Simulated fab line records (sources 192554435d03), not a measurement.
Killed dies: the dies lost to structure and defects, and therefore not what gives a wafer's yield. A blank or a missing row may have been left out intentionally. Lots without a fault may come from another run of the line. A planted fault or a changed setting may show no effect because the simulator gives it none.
A struck lot beside a sound one ; flow n5 finfet ; 38 steps out of a route of 1938
Sound: these wafers, L108.3, L108.5, L108.6. Struck: wafer L106.2 (left out: L106.1, a lot-mate that was not struck); the cause follows at the end.
For every step that has rows: the tool of each side, followed by ch and its chambers, followed by its first start. Under that, the readings that differ: sound wafers ; struck wafers ; difference of the means ; sigmas: that difference in standard deviations of wafers without a fault.
alike: same words and numbers on both sides, and readings whose means sit less than 2 such deviations apart. not compared: any withheld reading, any reading some wafer has no value for, any bound like >300 that may hide the same value, and any number with overlapping values for which the record gives no deviation.
Wherever a step has rows on one side only, a row that says differs or no value, or a row with sigmas, the two part there. Numbers that don't overlap but have no deviation are shown without sigmas and don't part them. A reading that every wafer of one side lacks parts them only if that side has two wafers or more.

first, 9 steps without rows for these wafers: N5_BEOL_M4_ANNEAL_95 (time 240 s); N5_BEOL_M4_SPUTTER_96 (material Cu, target thk 4.5 nm, time 8.29 s); N5_BEOL_M4_ECD_50 (material Cu, target thk 300 nm); N5_BEOL_M4_ANNEAL_51 (time 90 s); N5_BEOL_M4_CMP_52 (polishes, stops on SiOC, t overpolish 6.8 s, target thk 40 nm); N5_BEOL_M4_PRE_CLEAN_60 (time 15 s); N5_BEOL_M4_CO_CAP_55 (material Co, precursor CCTBA/H2, target thk 2 nm, time 102.1 s); N5_BEOL_M4_PRE_CLEAN_56 (time 15 s); N5_BEOL_M4_DEP_57 (deposits SiCN from 3MS/NH3, target thk 8 nm, time 14 s).
N5_BEOL_M4_RC_MEAS_101:
  sound on prober-02 ch 0, day 14 10:34; struck on prober-02 ch 0, day 13 18:02
reading;sound;struck;difference;sigmas
ION_P (uA/um);460 462 456;475;+16;+2
  alike: DIBL_N, DIBL_P, IOFF_N, IOFF_P, ION_N, SS_N, SS_P, VT_N, VT_P
then, 24 steps without rows for these wafers: N5_BEOL_M5_ILD_DEP_00 (deposits SiCOH lowk from DEMS/porogen, target thk 140.64 nm, time 25.9 s); N5_BEOL_M5_CURE_79 (cures SiCOH lowk, time 240 s); N5_BEOL_M5_PECVD_70 (deposits SiO2 from TEOS/O2, target thk 16 nm, time 18 s); N5_BEOL_M5_HM_DEP_02 (deposits TiN, target thk 20 nm); N5_BEOL_M5_COAT_59 (time 60 s, resist thk 60 nm); N5_BEOL_M5_COAT_60 (time 60 s, resist thk 12 nm); N5_BEOL_M5_COAT_71 (time 60 s, resist thk 5 nm); N5_BEOL_M5_COAT_05 (resist thk 30 nm); N5_BEOL_M5_EBR_07; N5_BEOL_M5_SOFTBAKE_06 (time 60 s); N5_BEOL_M5_EXPOSE_08 (exposes mask M5, target cd 28 nm); N5_BEOL_M5_PEB_09 (peb time 60 s); N5_BEOL_M5_DEVELOP_10 (develop time 30 s); N5_BEOL_M5_DESCUM_16 (chemistry O2, time 7 s); N5_BEOL_M5_ETCH_72 (etches underlayer in N2/H2, target depth 6.5 nm, time 5.2 s); N5_BEOL_M5_ETCH_61 (etches SiARC in CF4, target depth 15.6 nm, time 26 s); N5_BEOL_M5_ETCH_62 (etches SOC in N2/H2, target depth 75 nm, overetch 15 nm, time 112.5 s); N5_BEOL_M5_STRIP_63 (strips in N2/H2); N5_BEOL_M5_STRIP_73 (strips in N2/H2); N5_BEOL_M5_STRIP_64 (strips in CF4); N5_BEOL_M5_HM_OPEN_17 (chemistry Cl2/BCl3, target TiN, target depth 20 nm, overetch 6 nm); N5_BEOL_M5_STRIP_19 (strips in O2); N5_BEOL_M5_COAT_65 (time 60 s, resist thk 60 nm); N5_BEOL_M5_COAT_66 (time 60 s, resist thk 12 nm).
N5_BEOL_M6_ILD_DEP_00: deposits SiCOH lowk from DEMS/porogen, target thk 179.75 nm, time 33.4 s.
  sound on pecvd-03 ch 0,1,2, day 15 03:08; struck on pecvd-01 ch 1, day 14 05:38
reading;sound;struck;difference;sigmas
showerhead plenum p Torr (Torr);5.749 5.731 5.733;5.711;-0.027;-2
model.SiCOH_lowk_of_BEOL_M6_ILD_DEP_00.thk nm (nm);176.6 184 182.2;275.6;+94.7;
  alike: heater power w, showerhead vpp V, throttle valve pct
N5_BEOL_M6_THK_MEAS_01:
  sound: film metro-01 at day 15 04:11; struck: film metro-02 at day 14 06:13
reading;sound;struck;difference;sigmas
M6_ILD_THK (nm);152.2 158.6 157.2;238.9;+82.9;+41
N5_BEOL_M6_CMP_52: polishes, stops on SiCOH lowk, t overpolish 6.9 s, target thk 80 nm.
  sound on cmp-02 ch 0,2,3, day 15 10:58; struck on cmp-03 ch 1, day 14 11:49
reading;sound;struck;difference;sigmas
model.SiCOH_lowk_of_BEOL_M6_ILD_DEP_00.thk nm (nm);149.2 155.8 154.2;236;+83;
  alike: edge zone pressure frac, motor current A, retaining ring pressure frac
-- record jumps: 4 days separate the struck wafers' starts on either side; left off in module BEOL_M6, taken up again in module PASSIVATION, whose first shown step is the route's number 1936 --
N5_PASSIVATION_PROBE_49:
  sound: prober-01 at day 19 03:20; struck: prober-02 at day 18 07:04
reading;sound;struck;difference;sigmas
defect limited yield (%);90.9 90.5 94.7;0;-92;-66
killed_at_M4_up;28 22 13;1076;+1055;+99 or more
killed dies;107 112 63;1180;+1086;+64
killed on rim;18 21 12;152;+135;+35
sort_bin_5_function (%);5.9 5.4 2.9;95.8;+91.1;+91
sort n pass;1073 1068 1117;0;-1086;-64
sort yield pct (%);90.9 90.5 94.7;0;-92;-66
  alike: killed_at_M0_to_M3, killed at contacts, killed at front end, killed at other, killed open, killed short, sort_bin_6_memory

## WHERE THEY PART
Last at N5_PASSIVATION_PROBE_49 as far as this record goes, first at N5_BEOL_M4_RC_MEAS_101.

WHY: what the simulator had put in
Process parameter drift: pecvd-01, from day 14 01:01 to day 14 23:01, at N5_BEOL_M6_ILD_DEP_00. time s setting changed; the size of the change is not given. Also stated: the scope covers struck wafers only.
